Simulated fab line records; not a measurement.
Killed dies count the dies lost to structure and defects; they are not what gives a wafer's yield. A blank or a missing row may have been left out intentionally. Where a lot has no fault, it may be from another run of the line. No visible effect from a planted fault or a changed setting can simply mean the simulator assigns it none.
Chamber matching	flow n5 finfet	4 sister chambers for N5_PMOS_HMC_CHANNEL_EPI_ETCH_32 on rie diel-02
The step etches BARC in N2/H2, stops on SiO2, target depth 85.8 nm, time 50.3 s. 8 wafers are shown with their chamber, then 8 later ones without.

== WAFERS WITH THEIR CHAMBER ==
wafer	chamber	showerhead plenum p Torr (Torr)	drypump motor current A (A)
L081.1	1	2.42	5.7
L081.3	3	2.67	5.5
L084.1	3	2.66	5.5
L084.3	1	2.42	5.6
L087.2	2	2.39	5.0
L087.4	0	2.65	5.2
L087.6	2	2.39	5.0
L090.1	0	2.65	5.2

== WAFERS WITH NO CHAMBER GIVEN ==
wafer	showerhead plenum p Torr (Torr)	drypump motor current A (A)
L090.3	2.41	5.6
L090.5	2.66	5.5
L091.2	2.66	5.5
L091.3	2.64	5.2
L091.4	2.66	5.5
L093.2	2.64	5.2
L093.4	2.64	5.2
L093.6	2.41	5.7

== WHICH CHAMBER EACH WENT THROUGH ==
wafer	from the rows above	in truth
L090.3	1	1
L090.5	3	3
L091.2	3	3
L091.3	0	0
L091.4	3	3
L093.2	0	0
L093.4	0	0
L093.6	1	1
Placed correctly: 8 of 8. Number that these rows cannot place: 0. 0 placed wrongly.
How it was worked out, from the rows above alone: a wafer's distance from a chamber is the root of the sum, over the readings, of the square of ((its reading less the chamber's mean) divided by the reading's scatter). The wafer belongs to the nearest chamber; if the next one is less than 2 further off, it can't be placed. Each chamber's mean is taken over the wafers shown for it. The scatter: take each reading less its chamber's mean, square it, sum over the shown wafers, divide by the number of wafers less the number of chambers, and take the root.
